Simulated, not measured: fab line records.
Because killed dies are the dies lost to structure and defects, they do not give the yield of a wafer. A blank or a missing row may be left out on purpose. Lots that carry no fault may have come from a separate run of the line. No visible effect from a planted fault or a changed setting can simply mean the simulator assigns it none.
Struck lot and sound lot, side by side || flow nand harc || 25 out of 1302 route steps
Sound: these wafers, L534.1, L534.3, L534.4. Wafers L541.1, L541.4, L541.6 were the ones struck. The cause comes at the end.
For every step that has rows: the tool of each side, followed by ch and its chambers, followed by its first start. Under that, the readings that differ: sound wafers || struck wafers || difference of the means || sigmas: that difference in standard deviations of wafers without a fault.
alike: a reading whose means differ by less than 2 such deviations, as well as words and numbers matching on both sides. not compared: withheld readings; readings where some wafer has no value; bounds like >300 that might hide an equal value; numbers whose values overlap and for which the record gives no deviation.
The two part at a step that has a row with sigmas, a row that says differs or no value, or rows on one side only. Non-overlapping numbers with no deviation appear without sigmas and do not part them. Lack of a reading on every wafer of one side parts them only where that side has two or more wafers.

NHARC_P_CONTACT_DEP_30: deposits SiNx, target thk 30 nm.
  sound on pecvd-03 ch 0,1, day 6 00:16; struck on pecvd-01 ch 0,1,2, day 8 17:52
  alike: heater power w, rf fwd power W
  not compared: since wet clean h
NHARC_P_CONTACT_DEP_00: deposits SiO2, target thk 500 nm.
  sound: pecvd-03 ch 0,1; struck: pecvd-01 ch 0,1,2
  alike: heater power w, rf fwd power W, throttle valve pct
  not compared: since wet clean h
NHARC_P_CONTACT_CMP_01: polishes SiO2, target thk 200 nm.
  sound on cmp-01 ch 0,2,3, day 6 00:58; struck on cmp-03 ch 0,1,3, day 8 18:33
  alike: motor current A
then, 8 steps without rows for these wafers: NHARC_P_CONTACT_SRD_03; NHARC_P_CONTACT_DEHYDRATE_04 (time 120 s); NHARC_P_CONTACT_HMDS_05 (time 30 s); NHARC_P_CONTACT_COAT_33 (time 75 s); NHARC_P_CONTACT_COAT_34 (time 65 s); NHARC_P_CONTACT_COAT_06 (resist thk 90 nm); NHARC_P_CONTACT_SOFTBAKE_07 (time 55 s); NHARC_P_CONTACT_EBR_08.
NHARC_P_CONTACT_EXPOSE_09: exposes mask P CA, target cd 90 nm.
  sound on arfi scanner-02 ch 0, day 6 01:32; struck on arfi scanner-01 ch 0, day 8 19:11
{"reading": "mask", "sound": "P_CA#0 P_CA#0 P_CA#0", "struck": "P_CA_R1#0 P_CA_R1#0 P_CA_R1#0", "difference": "differs", "sigmas": ""}
then, 2 steps without rows for these wafers: NHARC_P_CONTACT_PEB_10 (peb time 65 s); NHARC_P_CONTACT_DEVELOP_11 (develop time 35 s).
NHARC_P_CONTACT_CD_MEAS_12 targets a cd of 90 nm.
  sound on cd sem-01 ch 0, day 6 01:40; struck on cd sem-01 ch 0, day 8 19:19
{"reading": "cd nm (nm)", "sound": "89.5 90.3 90.7", "struck": "69.8 70.6 70.4", "difference": -19.9, "sigmas": -32}
NHARC_P_CONTACT_OVL_MEAS_13:
  struck on overlay-02, day 8 19:25; sound on overlay-02, day 6 01:46
  alike: overlay x nm, overlay y nm
NHARC_P_CONTACT_INSPECT_14:
  struck on defect inspect-01, day 8 19:27; sound on defect inspect-01, day 6 01:48
  alike: raw defect count
NHARC_P_CONTACT_DESCUM_17: chemistry O2, time 3 s.
  sound on rie diel-03 ch 0,1,3, day 6 01:52; struck on rie diel-03 ch 0,1,3, day 8 19:31
{"reading": "throttle valve pct (%)", "sound": "11.305 11.305 11.293", "struck": "11.334 11.312 11.315", "difference": "+0.019", "sigmas": "+2"}
{"reading": "model.P_CONTACT.cd nm (nm)", "sound": "89.15 90.37 91.46", "struck": "68.91 70.37 70.26", "difference": -20.48, "sigmas": ""}
  alike: chamber pressure mTorr, drypump motor current A, oes product au, rf vpp V, showerhead plenum p Torr
  not compared: rf hours counter h
NHARC_P_CONTACT_ETCH_35: etches the open film in CF4, target depth 39 nm, time 65 s.
  sound on rie diel-03 ch 1,2,3, day 6 01:56; struck on rie diel-03 ch 0,1, day 8 19:35
  alike: cf4 flow sccm, chamber pressure mTorr, drypump motor current A, oes product au, rf fwd power W, rf vpp V, showerhead plenum p Torr, throttle valve pct
  not compared: rf hours counter h
then, 1 step without rows for these wafers: NHARC_P_CONTACT_ETCH_36 (etches the open film in N2/H2, target depth 260 nm, time 406.25 s).
NHARC_P_CONTACT_ETCH_18: etches the open film in C4F8/O2/Ar, target depth 481 nm, time 240.5 s.
  sound: rie diel-03 ch 0,2,3; struck: rie diel-03 ch 0,3
{"reading": "oes product au (a.u.)", "sound": "0.968 0.967 0.986", "struck": "0.928 0.907 0.913", "difference": -0.058, "sigmas": -3}
  alike: chamber pressure mTorr, rf fwd power W, rf vpp V
  not compared: rf hours counter h
then, 1 step without rows for these wafers: NHARC_P_CONTACT_STRIP_37 (strips in C4F8/O2/Ar).
NHARC_P_CONTACT_ETCH_31: etches the open film in CH3F/O2, target depth 30 nm, time 85.7 s.
  sound: rie diel-03 ch 1,2,3; struck: rie diel-03 ch 0,1
{"reading": "oes product au (a.u.)", "sound": "0.993 0.993 0.976", "struck": "0.945 0.944 0.944", "difference": -0.043, "sigmas": -3}
{"reading": "model.P_CONTACT.cd nm (nm)", "sound": "90.93 88.07 90.53", "struck": "67.11 71.76 69.43", "difference": -20.41, "sigmas": ""}
  alike: ch3f flow sccm, chamber pressure mTorr, drypump motor current A, rf fwd power W, rf vpp V, showerhead plenum p Torr, throttle valve pct
  not compared: rf hours counter h
NHARC_P_CONTACT_CD_MEAS_19:
  struck on cd sem-02, day 8 20:23; sound on cd sem-01, day 6 02:43
{"reading": "cd nm (nm)", "sound": "91.1 88.2 90.5", "struck": "67.1 72.3 69.3", "difference": -20.4, "sigmas": -13}
-- break in the record here, with 19 days between the starts of the struck wafers on either side (left off in module P_CONTACT, picked up again in module END, where the first step shown is number 1302 on the route) --
NHARC_END_SORT_01:
  here the record holds rows for the struck wafers (prober-02 ch 0, day 27 14:07) but none for the sound ones

## WHERE THEY PART
Earliest at NHARC_P_CONTACT_EXPOSE_09; latest, in this record, at NHARC_END_SORT_01.

WHY: whatever the simulator had introduced
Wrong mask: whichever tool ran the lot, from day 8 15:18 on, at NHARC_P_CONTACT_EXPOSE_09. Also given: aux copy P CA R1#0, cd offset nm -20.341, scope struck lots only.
